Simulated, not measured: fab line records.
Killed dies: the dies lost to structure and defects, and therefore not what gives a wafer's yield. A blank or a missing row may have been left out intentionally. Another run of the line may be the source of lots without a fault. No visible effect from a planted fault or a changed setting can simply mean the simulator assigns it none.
Problem report in the 8D (eight disciplines) form, filled by code | flow n5 finfet | the parts of the form that need people (team, actions taken, sign-off) are left out

== 1. WHAT IS WRONG ==
Wafers without a fault read 878.3 W with a standard deviation of 3, while rf fwd power W at N5_GATE_CUT_CUT_ETCH_53 averages 663.9 W across 3 wafers of 1 lot. That is -71 standard deviations from the usual mean.
The step: etches W in SF6/Cl2, target depth 79.2 nm.
Earliest sighting: wafer L749.2 on rie metal-01 at day 8 00:20. Wafers with a number at this step in the record: 30, from 10 lots. Rule for "out" (also "out of limits"): further than 4 standard deviations from the usual mean. All remaining wafers that have a number are taken as sound.

== 2. WHAT IT IS; WHAT IT IS NOT ==
question                    | is                                | is not
which readings at this step | rf fwd power W, etch rf on time s | chamber pressure mTorr, drypump motor current A, oes product au
which lots                  | L749                              | L739, L740, L741, L742, L743, L745, L748, L757, L758
which wafers of those lots  | all that have a number            | -
read on which tools         | rie metal-01                      | rie metal-02, rie metal-03
when                        | from day 8 00:20                  | up to then (21 sound wafers); but 6 sound wafers of L757, L758 came after

== 3. SUSPECTS, AND WHAT RULES EACH OUT ==
Counting: a tool at any process step up to the reading remains a suspect when it ran all the lots that are out and ran no sound lot after the first of those.
- rie metal-01 at N5_GATE_CUT_CUT_ETCH_53 (etches W in SF6/Cl2, target depth 79.2 nm): kept. It ran the lot that is out, L749 (day 8 00:20), and no sound lot after that; its last sound lot up to then is L745 (day 6 18:26). On those wafers its own readings are out: etch rf on time s, rf fwd power W.
After counting, what remains is rie metal-01 at N5_GATE_CUT_CUT_ETCH_53.

== 4. THE CAUSE (what the simulator had put in) ==
rie metal-01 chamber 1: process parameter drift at N5_GATE_CUT_CUT_ETCH_53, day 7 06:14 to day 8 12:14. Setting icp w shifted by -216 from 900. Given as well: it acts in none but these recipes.
After counting, this tool was the only one left.

== 5. THE CHAIN OF EFFECTS, in route order ==
Each row: a reading whose mean over the struck wafers that have a number lies more than 3 standard deviations from the usual. Readings are gone through only where the record gives a usual standard deviation; hours: the median, over the lots, of the time from a lot's start at the first step in this table giving one to that lot's start at this step; sigmas: the change measured in usual standard deviations.
hours | step                    | reading           | usual   | on struck wafers | change | sigmas
0     | N5_GATE_CUT_CUT_ETCH_53 | etch rf on time s | 26.1 s  | 32.9             | +6.8   | +11
0     | N5_GATE_CUT_CUT_ETCH_53 | rf fwd power W    | 878.3 W | 663.9            | -214.4 | -71
Here are the process steps it includes:
- N5_GATE_CUT_CUT_ETCH_53: etches W in SF6/Cl2, target depth 79.2 nm.
Later steps that measure or inspect, where all struck wafers having a row at the step show a number for every such reading and not one has moved that far: N5_BEOL_M4_RC_MEAS_101.

== 6. HOW IT WOULD HAVE BEEN CAUGHT EARLIER ==
The fault began at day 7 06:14; the first out-of-limits reading in this record came at day 8 00:20, 18 hours later.
